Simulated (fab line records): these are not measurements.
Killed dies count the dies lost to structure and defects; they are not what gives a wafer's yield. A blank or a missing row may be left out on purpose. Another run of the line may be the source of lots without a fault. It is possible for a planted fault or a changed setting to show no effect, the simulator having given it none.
Problem report in the 8D (eight disciplines) form, filled by code ; flow n5_finfet ; the parts of the form that need people (team, actions taken, sign-off) are left out

## 1. WHAT WENT WRONG
M12_ILD_THK at N5_BEOL_M12_THK_MEAS_01 reads a mean of 393 nm on 5 wafers of 3 lots; wafers without a fault read 657 nm with a standard deviation of 8.9. That puts it -30 standard deviations away from the usual mean.
First seen on wafer L592.1, day 14 09:10, on film_metro-02. Wafers with a number at this step in the record: 27, from 10 lots. By rule, "out" or "out of limits" means more than 4 standard deviations away from the usual mean. The rest of the wafers with a number are treated as sound.

## 2. WHAT IT IS, AND WHAT IT ISN'T
question;is;is not
which readings at this step;M12_ILD_THK;-
which lots;L592, L595, L598;L579, L580, L582, L583, L587, L589, L602
which wafers of those lots;L592.1, L592.6, L595.1, L598.1, L598.6;L595.3
read on which gauges;film_metro-01, film_metro-02;-
when;from day 14 09:10;"up to then (18 sound wafers); but 4 sound wafers of L595, L602 came after"

## 3. SUSPECTS, AND WHAT RULES EACH OUT
Counting: any tool at a process step up to the reading remains a suspect provided it ran every lot that is out. Sound lots after the first of them don't rule it out here, since some wafers of a struck lot are sound.
- the gauge at N5_BEOL_M12_THK_MEAS_01: ruled out. 2 gauges (film_metro-01, film_metro-02) read the wafers that are out.
- ald_metal-04 at N5_BEOL_M11_ALD_74 (deposits TaN, target thk 2 nm, pulse time 2 s, purge time 3 s): kept. It ran every lot that is out, first L592 (day 14 07:11); its last sound lot up to then is L587 (day 12 16:43).
- pecvd-03 at N5_BEOL_M12_ILD_DEP_00 (deposits SiOC from DEMS/O2, target thk 658.92 nm, time 130.7 s): kept. It ran every lot that is out, first L592 (day 14 09:02); its last sound lot up to then is L589 (day 12 11:13). Out on those wafers are its own readings of run_length_s.
- Within ald_metal-04 at N5_BEOL_M11_ALD_74: the wafers that are out ran in chambers 0, 1, 2; their sound lot-mates ran in chamber 3.
After counting, ald_metal-04 at N5_BEOL_M11_ALD_74 and pecvd-03 at N5_BEOL_M12_ILD_DEP_00 remain.

## 4. THE CAUSE (what the simulator had put in)
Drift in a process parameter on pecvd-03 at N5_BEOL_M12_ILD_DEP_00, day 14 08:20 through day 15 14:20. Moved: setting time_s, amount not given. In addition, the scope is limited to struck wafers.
After counting, 2 suspects remain, this tool included.

## 5. THE EFFECT CHAIN, in route order
Each row: a reading where the mean over the struck wafers with a number is more than 3 standard deviations away from the usual. Readings are gone through only where the record gives a usual standard deviation; hours: the median, over the lots, of the time from a lot's start at the first step in this table giving one to that lot's start at this step; sigmas: the change measured in usual standard deviations.
hours;step;reading;usual;on struck wafers;change;sigmas
0;N5_BEOL_M12_ILD_DEP_00;run_length_s;175.2 s;123.7;-51.5;-86
0;N5_BEOL_M12_THK_MEAS_01;M12_ILD_THK;657 nm;393;-264;-30
1;N5_BEOL_M12_STRIP_63;oes_product_au;0.693 a.u.;0.786;+0.093;+19
1;N5_BEOL_M12_STRIP_63;strip_time_to_endpoint_s;42.6 s;63.0;+20.4;+24
It contains these process steps:
- N5_BEOL_M12_ILD_DEP_00: deposits SiOC from DEMS/O2, target thk 658.92 nm, time 130.7 s.
- N5_BEOL_M12_STRIP_63: strips in N2/H2.
Readings that are blank on the struck wafers while sound wafers have them: rf_fwd_power_W at N5_BEOL_M12_ILD_DEP_00.
At these later measuring or inspecting steps, every struck wafer for which the step has a row has a number for every such reading, and none has moved that far: N5_BEOL_M12_OVL_MEAS_11.

## 6. WHAT WOULD HAVE CAUGHT IT SOONER
In this record the first reading out of limits at a measuring or inspecting step was taken at day 14 09:10, 1 hour after the fault began at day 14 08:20.
Tool's own readings at N5_BEOL_M12_ILD_DEP_00, run_length_s: out on all struck wafers the step has rows for; an alarm limit on them would have tripped on the first.
L595, L598, from the lots that are out (3), started N5_BEOL_M12_ILD_DEP_00 on pecvd-03 later than day 14 09:10. A hold on the tool at that time would have spared those 2.
